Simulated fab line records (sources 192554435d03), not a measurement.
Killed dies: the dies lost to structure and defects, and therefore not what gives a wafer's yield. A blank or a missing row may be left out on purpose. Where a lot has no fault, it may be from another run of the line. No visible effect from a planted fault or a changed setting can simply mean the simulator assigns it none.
A struck lot beside a sound one || flow n5-finfet || 16 steps out of a route of 1938
Sound: these wafers, L112.2, L112.4, L112.6. Wafers struck: L105.1, L105.2, L105.4. At the end, the cause is stated.
At each step with rows: each side's tool, then ch and its chambers, then its first start. Under that, the readings that differ: sound wafers || struck wafers || difference of the means || sigmas: that difference in standard deviations of wafers without a fault.
alike: words and numbers the same on both sides, and readings whose means are apart by under 2 such deviations; not compared: readings that were withheld, readings missing a value for some wafer, numbers with overlapping values and no deviation given by the record, and bounds like >300 which may hide the same value.
A row with sigmas, a row that says differs or no value, or rows on one side alone: a step with any of these is where the two part. Numbers that have no deviation but don't overlap get no sigmas and don't part them. Lack of a reading on every wafer of one side parts them only where that side has two or more wafers.

first, 8 steps without rows for these wafers: N5_BEOL_M9_COAT_64 (time 60 s, resist thk 12 nm); N5_BEOL_M9_COAT_75 (time 60 s, resist thk 5 nm); N5_BEOL_M9_COAT_22 (resist thk 30 nm); N5_BEOL_M9_EBR_24; N5_BEOL_M9_SOFTBAKE_23 (time 60 s); N5_BEOL_M9_EXPOSE_25 (exposes mask V8); N5_BEOL_M9_PEB_26 (peb time 60 s); N5_BEOL_M9_DEVELOP_27 (develop time 30 s).
N5_BEOL_M9_CD_MEAS_28: target cd 70 nm.
  sound on cd-sem-02 ch 0, day 15 23:23; struck on cd-sem-02 ch 0, day 13 08:16
{"reading": "cd-nm (nm)", "sound": "69.88 69.55 69.53", "struck": "70.34 70.02 70.57", "difference": "+0.66", "sigmas": "+3"}
N5_BEOL_M9_OVL_MEAS_29:
  sound on overlay-01 ch 0, day 15 23:25; struck on overlay-02 ch 0, day 13 08:18
  alike: V8_OVL
N5_BEOL_M9_INSPECT_30: inspects for defects (brightfield).
  sound on defect-inspect-01, day 15 23:28; struck on defect-inspect-01, day 13 08:22
  alike: raw-defect-count
N5_BEOL_M9_DESCUM_33: chemistry O2, time 7 s.
  sound on rie-diel-05 ch 0,1,2, day 15 23:30; struck on rie-diel-05 ch 0,2,3, day 13 08:28
  alike: drypump-motor-current-A, oes-product-au, rf-vpp-V, showerhead-plenum-p-Torr, throttle-valve-pct
  not compared: rf-hours-counter-h
N5_BEOL_M9_ETCH_76: etches underlayer in N2/H2, target depth 6.5 nm, time 5.2 s.
  sound on rie-diel-05 ch 0,1,2, day 15 23:32; struck on rie-diel-05 ch 0,2,3, day 13 08:30
  no value came back on the struck wafers for any of 8 readings (bias-w (W), chamber-pressure-mTorr (mTorr) and others); on the sound wafers bias-w (W) reads 149.8 149.4 149.5
{"reading": "model.CAR-EUV_of_BEOL_M9_COAT_22.thk-nm (nm)", "sound": "20.4 20.4 20.4", "struck": "26 26 26", "difference": "+6", "sigmas": ""}
  not compared: rf-hours-counter-h
N5_BEOL_M9_ETCH_65: etches SiARC in CF4, target depth 15.6 nm, time 26 s.
  sound on rie-diel-05 ch 0,1,2, day 15 23:33; struck on rie-diel-05 ch 0,2,3, day 13 08:31
{"reading": "cf4-flow-sccm (sccm)", "sound": "100.4 100.0 100.5", "struck": "100.0 99.7 99.3", "difference": -0.6, "sigmas": -2}
{"reading": "model.CAR-EUV_of_BEOL_M9_COAT_22.thk-nm (nm)", "sound": "11.2 11.2 11.2", "struck": "16.8 16.8 16.8", "difference": "+5.6", "sigmas": ""}
  alike: bias-w, drypump-motor-current-A, etch-rf-on-time-s, oes-product-au, rf-vpp-V, showerhead-plenum-p-Torr, throttle-valve-pct
  not compared: rf-hours-counter-h
N5_BEOL_M9_ETCH_66: etches SOC in N2/H2, target depth 80 nm, overetch 16 nm, time 120 s.
  sound on rie-diel-05 ch 0,1,2, day 15 23:35; struck on rie-diel-05 ch 0,2,3, day 13 08:33
{"reading": "chamber-pressure-mTorr (mTorr)", "sound": "30.041 30.025 30.038", "struck": "29.939 29.984 29.976", "difference": -0.068, "sigmas": -2}
  alike: bias-w, drypump-motor-current-A, oes-product-au, rf-vpp-V, showerhead-plenum-p-Torr, throttle-valve-pct
  not compared: rf-hours-counter-h
-- record jumps: 3 days separate the struck wafers' starts on either side; left off in module BEOL_M9, taken up again in module PASSIVATION, whose first shown step is the route's number 1936 --
N5_PASSIVATION_PROBE_49:
  the record has rows for the struck wafers here (prober-02, day 15 23:04) and none for the sound ones

WHERE THEY PART
At N5_BEOL_M9_CD_MEAS_28 first; at N5_PASSIVATION_PROBE_49 last (within this record only).

WHY: what had been put in by the simulator
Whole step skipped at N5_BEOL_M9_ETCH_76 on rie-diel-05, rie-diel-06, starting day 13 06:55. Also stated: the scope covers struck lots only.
